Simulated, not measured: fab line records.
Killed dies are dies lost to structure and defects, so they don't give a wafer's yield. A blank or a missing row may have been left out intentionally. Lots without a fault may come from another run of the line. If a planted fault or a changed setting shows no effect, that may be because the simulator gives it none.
Lot-split experiment | flow n5 finfet | 7 lots, 39 wafers read, on a route of 1938 steps

## THE SPLIT
At N5_SD_EPI_N_ETCH_16 (etches SiO2 in CHF3/O2, target depth 5 nm), the setting target depth a was moved away from the recipe's 50 angstrom on 9 of the 39 wafers read, by -48.0% to +32.5%. For the rest of the wafers, this setting stayed at what the recipe calls for.

Reading taken at the split's own step.

## THE READING
etch.depth nm (the simulator's own value, which no gauge read), in nm, at N5_SD_EPI_N_ETCH_16 (etches SiO2 in CHF3/O2, target depth 5 nm). No usual value for it is given in the file. Across the 30 wafers here that went through the recipe, the average is 4.943 nm and the standard deviation 0.092 nm.

wafer  | tool, chamber at the split | target depth a as run, angstrom | against the recipe | etch.depth nm, nm | against lot-mates on the recipe
L076.1 | rie diel-05, 1             | 50                              | recipe             | 4.885             | -
L076.2 | rie diel-05, 2             | 50                              | recipe             | 5.091             | -
L076.3 | rie diel-05, 3             | 50                              | recipe             | 5.068             | -
L076.4 | rie diel-05, 0             | 50                              | recipe             | 4.755             | -
L076.5 | rie diel-05, 0             | 50                              | recipe             | 4.766             | -
L076.6 | rie diel-05, 3             | 50                              | recipe             | 5.066             | -
L078.1 | rie diel-04, 3             | 50                              | recipe             | 4.869             | -
L078.2 | rie diel-04, 1             | 26.01                           | -48.0%             | 2.545             | -2.386
L078.3 | rie diel-04, 0             | 50                              | recipe             | 4.971             | -
L078.4 | rie diel-04, 2             | 50                              | recipe             | 4.952             | -
L078.5 | rie diel-04, 3             | 26.01                           | -48.0%             | 2.531             | -2.400
L078.6 | rie diel-04, 0             | 26.01                           | -48.0%             | 2.584             | -2.347
L079.1 | rie diel-04, 0             | 50                              | recipe             | 4.958             | -
L079.2 | rie diel-04, 3             | 50                              | recipe             | 4.888             | -
L079.3 | rie diel-04, 1             | 50                              | recipe             | 4.822             | -
L079.4 | rie diel-04, 2             | 50                              | recipe             | 4.956             | -
L079.5 | rie diel-04, 1             | 50                              | recipe             | 4.839             | -
L079.6 | rie diel-04, 2             | 50                              | recipe             | 4.917             | -
L081.3 | rie diel-01, 3             | 50                              | recipe             | 4.98              | -
L081.4 | rie diel-01, 0             | 50                              | recipe             | 4.986             | -
L081.5 | rie diel-01, 1             | 50                              | recipe             | 4.96              | -
L089.1 | rie diel-04, 2             | 50                              | recipe             | 5.034             | -
L089.2 | rie diel-04, 0             | 50                              | recipe             | 4.911             | -
L089.3 | rie diel-04, 1             | 66.23                           | +32.5%             | 6.512             | +1.561
L089.4 | rie diel-04, 3             | 66.23                           | +32.5%             | 6.446             | +1.495
L089.5 | rie diel-04, 1             | 66.23                           | +32.5%             | 6.481             | +1.530
L089.6 | rie diel-04, 0             | 50                              | recipe             | 4.909             | -
L095.1 | rie diel-05, 3             | 50                              | recipe             | 5.048             | -
L095.2 | rie diel-05, 0             | 50                              | recipe             | 5.07              | -
L095.3 | rie diel-05, 2             | 50                              | recipe             | 5.072             | -
L095.4 | rie diel-05, 1             | 28.88                           | -42.2%             | 2.718             | -2.345
L095.5 | rie diel-05, 2             | 28.88                           | -42.2%             | 2.938             | -2.125
L095.6 | rie diel-05, 1             | 28.88                           | -42.2%             | 2.733             | -2.330
L096.1 | rie diel-01, 1             | 50                              | recipe             | 4.972             | -
L096.2 | rie diel-01, 2             | 50                              | recipe             | 4.887             | -
L096.3 | rie diel-01, 0             | 50                              | recipe             | 5.06              | -
L096.4 | rie diel-01, 3             | 50                              | recipe             | 4.899             | -
L096.5 | rie diel-01, 2             | 50                              | recipe             | 4.832             | -
L096.6 | rie diel-01, 3             | 50                              | recipe             | 4.856             | -

FIT RESULTS
A straight line over all 39 wafers: etch.depth nm changes by +0.0495 nm for each +1% of target depth a; r = +1.00; the points scatter about the line by 0.091 nm.
The same after taking each lot's own level away (the mean of its wafers on the recipe; 39 wafers): +0.0503 nm for each +1%; r = +1.00; scatter 0.092 nm.
That fit puts the effect of the largest move of target depth a on the reading at 2.4 nm.
Measured against the standard deviation above, the lots' own levels, which go from 4.8967 to 5.0633 nm, span 1.8 times it.
Consequently the slope shifts little with the lot-to-lot level, the two slopes agreeing.
Check: with one of the wafers moved furthest among these (-48.0%) left out of the fit, the line predicts -2.44 nm for it against its lot-mates. Against them it came out at -2.39 nm.

## THE OTHER SPLITS THESE WAFERS WENT THROUGH
Before the reading, these wafers also passed through other splits. Each is held against what the fit with the lots' levels taken away leaves over:
other split on the same wafers                    | wafers away from the commonest value | r with etch.depth nm (lot level and that fit taken away)
N5_PMOS_HMC_CHANNEL_EPI_DEVELOP_08 develop time s | 18                                   | +0.12

## THE FILE'S OWN FIT
etch.depth nm changes by +0.0505 nm for each +1% of target depth a, r = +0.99.
